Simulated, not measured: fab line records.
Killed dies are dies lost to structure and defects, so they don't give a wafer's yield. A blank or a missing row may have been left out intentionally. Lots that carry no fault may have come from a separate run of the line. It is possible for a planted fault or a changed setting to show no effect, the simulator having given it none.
Lot-split experiment / flow n5 finfet / 39 wafers read from 7 lots, route of 1938 steps

## ON THE SPLIT
At N5_SD_EPI_N_EPI_21 (deposits Si:P, time 690 s), the setting epi growth time s was moved away from the recipe's 690 s on 9 of the 39 wafers read, by -19.6% to +35.4%. All remaining wafers had this setting at the recipe value.

## FROM THE SPLIT TO THE READING: what the file shows between them, 5 steps
- N5_SD_EPI_N_EPI_MEAS_23
- N5_SD_EPI_N_PRECLEAN_24: cleans in O3/DIW, time 60 s
- N5_SD_EPI_N_SRD_25: time 30 s
- N5_SD_EPI_P_HM_STRIP_48: strips SiNx in H3PO4, material SiNx, target depth 3 nm
- N5_SD_EPI_P_SRD_49: time 30 s

## THE READING
Si-P_of_SD_EPI_N_EPI_21.thk nm (the simulator's own value, which no gauge read), in nm, at N5_SD_EPI_P_PRECLEAN_24 (cleans in O3/DIW, time 45 s). There is no usual value for it anywhere in the file. Across the 30 wafers here that went through the recipe, the average is 58.3 nm and the standard deviation 0.71 nm.

wafer=L078.1; tool, chamber at the split=epi rpcvd-03, 0; epi growth time s as run, s=690; against the recipe=recipe; Si-P_of_SD_EPI_N_EPI_21.thk nm, nm=57.4; against lot-mates on the recipe=-
wafer=L078.4; tool, chamber at the split=epi rpcvd-03, 0; epi growth time s as run, s=690; against the recipe=recipe; Si-P_of_SD_EPI_N_EPI_21.thk nm, nm=57.4; against lot-mates on the recipe=-
wafer=L078.2; tool, chamber at the split=epi rpcvd-03, 0; epi growth time s as run, s=690; against the recipe=recipe; Si-P_of_SD_EPI_N_EPI_21.thk nm, nm=58.2; against lot-mates on the recipe=-
wafer=L078.3; tool, chamber at the split=epi rpcvd-03, 0; epi growth time s as run, s=690; against the recipe=recipe; Si-P_of_SD_EPI_N_EPI_21.thk nm, nm=57.2; against lot-mates on the recipe=-
wafer=L078.5; tool, chamber at the split=epi rpcvd-03, 0; epi growth time s as run, s=690; against the recipe=recipe; Si-P_of_SD_EPI_N_EPI_21.thk nm, nm=57; against lot-mates on the recipe=-
wafer=L078.6; tool, chamber at the split=epi rpcvd-03, 0; epi growth time s as run, s=690; against the recipe=recipe; Si-P_of_SD_EPI_N_EPI_21.thk nm, nm=57.6; against lot-mates on the recipe=-
wafer=L079.1; tool, chamber at the split=epi rpcvd-04, 0; epi growth time s as run, s=904.5; against the recipe=+31.1%; Si-P_of_SD_EPI_N_EPI_21.thk nm, nm=70.2; against lot-mates on the recipe=+11.9
wafer=L079.2; tool, chamber at the split=epi rpcvd-04, 0; epi growth time s as run, s=690; against the recipe=recipe; Si-P_of_SD_EPI_N_EPI_21.thk nm, nm=58; against lot-mates on the recipe=-
wafer=L079.3; tool, chamber at the split=epi rpcvd-04, 0; epi growth time s as run, s=904.5; against the recipe=+31.1%; Si-P_of_SD_EPI_N_EPI_21.thk nm, nm=70.6; against lot-mates on the recipe=+12.3
wafer=L079.5; tool, chamber at the split=epi rpcvd-04, 0; epi growth time s as run, s=904.5; against the recipe=+31.1%; Si-P_of_SD_EPI_N_EPI_21.thk nm, nm=70.6; against lot-mates on the recipe=+12.3
wafer=L079.4; tool, chamber at the split=epi rpcvd-04, 0; epi growth time s as run, s=690; against the recipe=recipe; Si-P_of_SD_EPI_N_EPI_21.thk nm, nm=59; against lot-mates on the recipe=-
wafer=L079.6; tool, chamber at the split=epi rpcvd-04, 0; epi growth time s as run, s=690; against the recipe=recipe; Si-P_of_SD_EPI_N_EPI_21.thk nm, nm=57.8; against lot-mates on the recipe=-
wafer=L080.1; tool, chamber at the split=epi rpcvd-04, 0; epi growth time s as run, s=690; against the recipe=recipe; Si-P_of_SD_EPI_N_EPI_21.thk nm, nm=59; against lot-mates on the recipe=-
wafer=L080.4; tool, chamber at the split=epi rpcvd-04, 0; epi growth time s as run, s=690; against the recipe=recipe; Si-P_of_SD_EPI_N_EPI_21.thk nm, nm=59; against lot-mates on the recipe=-
wafer=L080.2; tool, chamber at the split=epi rpcvd-04, 0; epi growth time s as run, s=690; against the recipe=recipe; Si-P_of_SD_EPI_N_EPI_21.thk nm, nm=57.4; against lot-mates on the recipe=-
wafer=L080.3; tool, chamber at the split=epi rpcvd-04, 0; epi growth time s as run, s=690; against the recipe=recipe; Si-P_of_SD_EPI_N_EPI_21.thk nm, nm=58.8; against lot-mates on the recipe=-
wafer=L080.5; tool, chamber at the split=epi rpcvd-04, 0; epi growth time s as run, s=690; against the recipe=recipe; Si-P_of_SD_EPI_N_EPI_21.thk nm, nm=58.4; against lot-mates on the recipe=-
wafer=L080.6; tool, chamber at the split=epi rpcvd-04, 0; epi growth time s as run, s=690; against the recipe=recipe; Si-P_of_SD_EPI_N_EPI_21.thk nm, nm=58.6; against lot-mates on the recipe=-
wafer=L081.1; tool, chamber at the split=epi rpcvd-04, 0; epi growth time s as run, s=934.6; against the recipe=+35.4%; Si-P_of_SD_EPI_N_EPI_21.thk nm, nm=73.6; against lot-mates on the recipe=+14.3
wafer=L081.2; tool, chamber at the split=epi rpcvd-04, 0; epi growth time s as run, s=690; against the recipe=recipe; Si-P_of_SD_EPI_N_EPI_21.thk nm, nm=59.6; against lot-mates on the recipe=-
wafer=L081.3; tool, chamber at the split=epi rpcvd-04, 0; epi growth time s as run, s=934.6; against the recipe=+35.4%; Si-P_of_SD_EPI_N_EPI_21.thk nm, nm=73.2; against lot-mates on the recipe=+13.9
wafer=L081.4; tool, chamber at the split=epi rpcvd-04, 0; epi growth time s as run, s=934.6; against the recipe=+35.4%; Si-P_of_SD_EPI_N_EPI_21.thk nm, nm=73.4; against lot-mates on the recipe=+14.1
wafer=L081.5; tool, chamber at the split=epi rpcvd-04, 0; epi growth time s as run, s=690; against the recipe=recipe; Si-P_of_SD_EPI_N_EPI_21.thk nm, nm=59; against lot-mates on the recipe=-
wafer=L081.6; tool, chamber at the split=epi rpcvd-04, 0; epi growth time s as run, s=690; against the recipe=recipe; Si-P_of_SD_EPI_N_EPI_21.thk nm, nm=59.2; against lot-mates on the recipe=-
wafer=L083.1; tool, chamber at the split=epi rpcvd-03, 0; epi growth time s as run, s=690; against the recipe=recipe; Si-P_of_SD_EPI_N_EPI_21.thk nm, nm=57.4; against lot-mates on the recipe=-
wafer=L083.2; tool, chamber at the split=epi rpcvd-03, 0; epi growth time s as run, s=690; against the recipe=recipe; Si-P_of_SD_EPI_N_EPI_21.thk nm, nm=58.4; against lot-mates on the recipe=-
wafer=L083.6; tool, chamber at the split=epi rpcvd-03, 0; epi growth time s as run, s=690; against the recipe=recipe; Si-P_of_SD_EPI_N_EPI_21.thk nm, nm=57.8; against lot-mates on the recipe=-
wafer=L096.1; tool, chamber at the split=epi rpcvd-03, 0; epi growth time s as run, s=554.8; against the recipe=-19.6%; Si-P_of_SD_EPI_N_EPI_21.thk nm, nm=50.4; against lot-mates on the recipe=-7.7
wafer=L096.2; tool, chamber at the split=epi rpcvd-03, 0; epi growth time s as run, s=690; against the recipe=recipe; Si-P_of_SD_EPI_N_EPI_21.thk nm, nm=57.8; against lot-mates on the recipe=-
wafer=L096.3; tool, chamber at the split=epi rpcvd-03, 0; epi growth time s as run, s=690; against the recipe=recipe; Si-P_of_SD_EPI_N_EPI_21.thk nm, nm=57.8; against lot-mates on the recipe=-
wafer=L096.4; tool, chamber at the split=epi rpcvd-03, 0; epi growth time s as run, s=690; against the recipe=recipe; Si-P_of_SD_EPI_N_EPI_21.thk nm, nm=58.6; against lot-mates on the recipe=-
wafer=L096.5; tool, chamber at the split=epi rpcvd-03, 0; epi growth time s as run, s=554.8; against the recipe=-19.6%; Si-P_of_SD_EPI_N_EPI_21.thk nm, nm=50.6; against lot-mates on the recipe=-7.5
wafer=L096.6; tool, chamber at the split=epi rpcvd-03, 0; epi growth time s as run, s=554.8; against the recipe=-19.6%; Si-P_of_SD_EPI_N_EPI_21.thk nm, nm=50.8; against lot-mates on the recipe=-7.3
wafer=L097.1; tool, chamber at the split=epi rpcvd-03, 0; epi growth time s as run, s=690; against the recipe=recipe; Si-P_of_SD_EPI_N_EPI_21.thk nm, nm=58.8; against lot-mates on the recipe=-
wafer=L097.3; tool, chamber at the split=epi rpcvd-03, 0; epi growth time s as run, s=690; against the recipe=recipe; Si-P_of_SD_EPI_N_EPI_21.thk nm, nm=58.8; against lot-mates on the recipe=-
wafer=L097.2; tool, chamber at the split=epi rpcvd-03, 0; epi growth time s as run, s=690; against the recipe=recipe; Si-P_of_SD_EPI_N_EPI_21.thk nm, nm=58.6; against lot-mates on the recipe=-
wafer=L097.6; tool, chamber at the split=epi rpcvd-03, 0; epi growth time s as run, s=690; against the recipe=recipe; Si-P_of_SD_EPI_N_EPI_21.thk nm, nm=58.6; against lot-mates on the recipe=-
wafer=L097.4; tool, chamber at the split=epi rpcvd-03, 0; epi growth time s as run, s=690; against the recipe=recipe; Si-P_of_SD_EPI_N_EPI_21.thk nm, nm=59.6; against lot-mates on the recipe=-
wafer=L097.5; tool, chamber at the split=epi rpcvd-03, 0; epi growth time s as run, s=690; against the recipe=recipe; Si-P_of_SD_EPI_N_EPI_21.thk nm, nm=58.4; against lot-mates on the recipe=-

THE FIT
A straight line over all 39 wafers: Si-P_of_SD_EPI_N_EPI_21.thk nm changes by +0.408 nm for each +1% of epi growth time s; r = +0.99; the points scatter about the line by 0.69 nm.
The same after taking each lot's own level away (the mean of its wafers on the recipe; 39 wafers): +0.393 nm for each +1%; r = +1.00; scatter 0.4 nm.
Per that fit: largest epi growth time s move, reading shift of 14 nm.
Across the lots, their own levels run from 57.47 to 59.27 nm, a range of 2.5 times the standard deviation given above.
Hence the lot-to-lot level has little effect on the slope; both slopes agree.
Check: with one of the wafers moved furthest among these (+35.4%) left out of the fit, the line predicts +13.9 nm for it against its lot-mates. It came out at +14.3 nm against them.

## THE OTHER SPLITS THESE WAFERS WENT THROUGH
Note: prior to the reading, these wafers also went through further splits. Each is held against what the fit with the lots' levels taken away leaves over:
other split on the same wafers=N5_ZERO_LAYER_PECVD_02 time s; wafers away from the commonest value=15; r with Si-P_of_SD_EPI_N_EPI_21.thk nm (lot level and that fit taken away)=-0.28
other split on the same wafers=N5_FIN_SAQP_HM_DEP_03 time s; wafers away from the commonest value=18; r with Si-P_of_SD_EPI_N_EPI_21.thk nm (lot level and that fit taken away)=+0.13

## THE WHOLE CHAIN: every reading that the file lists as answering this split, in the file's order
step=N5_SD_EPI_N_EPI_21; what it does=deposits Si:P, time 690 s; reading=Si-P_of_SD_EPI_N_EPI_21.thk nm (the simulator's own value, which no gauge read); change (the file's fit)=+0.401 nm for each +1% of the setting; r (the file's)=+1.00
step=N5_SD_EPI_N_EPI_MEAS_23; what it does=; reading=thk nm; change (the file's fit)=withheld for each +1% of the setting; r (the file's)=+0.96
step=N5_SD_EPI_P_PRECLEAN_24; what it does=cleans in O3/DIW, time 45 s; reading=Si-P_of_SD_EPI_N_EPI_21.thk nm (the simulator's own value, which no gauge read); change (the file's fit)=+0.394 nm for each +1% of the setting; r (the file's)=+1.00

## THE FILE'S OWN FIT
Si-P_of_SD_EPI_N_EPI_21.thk nm changes by +0.394 nm for each +1% of epi growth time s, r = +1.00.
